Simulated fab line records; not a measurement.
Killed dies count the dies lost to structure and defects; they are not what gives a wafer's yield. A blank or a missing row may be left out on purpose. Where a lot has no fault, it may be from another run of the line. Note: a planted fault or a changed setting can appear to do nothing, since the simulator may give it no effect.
Chamber matching | flow n5_finfet | N5_DUMMY_GATE_ETCH_29 on rie_diel-05 has 4 sister chambers
The step etches underlayer in N2/H2, target depth 13 nm. 16 wafers are shown with their chamber, then 8 later ones without.

## WAFERS WITH THEIR CHAMBER
wafer  | chamber | showerhead_plenum_p_Torr (Torr) | throttle_valve_pct (%) | drypump_motor_current_A (A)
L076.2 | 2       | 2.59                            | 17.66                  | 5.60
L076.5 | 2       | 2.59                            | 17.65                  | 5.57
L076.6 | 3       | 2.40                            | 18.39                  | 6.14
L077.1 | 2       | 2.59                            | 17.66                  | 5.60
L077.2 | 3       | 2.40                            | 18.40                  | 6.14
L077.5 | 3       | 2.40                            | 18.41                  | 6.13
L078.2 | 2       | 2.59                            | 17.66                  | 5.59
L078.4 | 3       | 2.40                            | 18.40                  | 6.08
L078.6 | 1       | 2.54                            | 17.54                  | 5.75
L082.2 | 2       | 2.59                            | 17.68                  | 5.58
L082.3 | 1       | 2.54                            | 17.53                  | 5.73
L082.6 | 0       | 2.45                            | 17.93                  | 5.84
L083.3 | 2       | 2.59                            | 17.68                  | 5.60
L083.4 | 1       | 2.54                            | 17.52                  | 5.75
L083.5 | 1       | 2.54                            | 17.53                  | 5.75
L089.2 | 2       | 2.58                            | 17.69                  | 5.59

SIGNATURES, as means of the wafers listed above
reading                  | chamber 0 | chamber 1 | chamber 2 | chamber 3 | scatter within a chamber
showerhead_plenum_p_Torr | 2.4500    | 2.5400    | 2.5886    | 2.4000    | 0.00267
throttle_valve_pct       | 17.9300   | 17.5300   | 17.6686   | 18.4000   | 0.0119
drypump_motor_current_A  | 5.8400    | 5.7450    | 5.5900    | 6.1225    | 0.0173
Rule: distance of a wafer from a chamber = root of the sum over the readings of ((wafer's reading minus chamber's mean) / reading's scatter) squared. The wafer belongs to the nearest chamber; if the next one is less than 2 further off, it can't be placed. The scatter is the square root of a quotient: the sum, over the shown wafers, of each reading's squared deviation from its chamber's mean, divided by wafers minus chambers.

## WAFERS WHOSE CHAMBER IS MISSING
wafer  | showerhead_plenum_p_Torr (Torr) | throttle_valve_pct (%) | drypump_motor_current_A (A)
L089.3 | 2.44                            | 17.95                  | 5.84
L089.6 | 2.58                            | 17.69                  | 5.58
L093.1 | 2.58                            | 17.69                  | 5.59
L093.3 | 2.44                            | 17.97                  | 5.84
L093.4 | 2.53                            | 17.57                  | 5.75
L095.2 | 2.44                            | 17.98                  | 5.86
L095.3 | 2.53                            | 17.56                  | 5.74
L095.5 | 2.71                            | 17.98                  | 6.13

## EACH ONE'S CHAMBER
wafer  | from the rows above | in truth
L089.3 | 0                   | 0
L089.6 | 2                   | 2
L093.1 | 2                   | 2
L093.3 | 0                   | 0
L093.4 | 1                   | 1
L095.2 | 0                   | 0
L095.3 | 1                   | 1
L095.5 | 2                   | 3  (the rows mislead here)
7 of 8 placed correctly. Can't be placed from these rows: 0. Placed wrongly: 1.
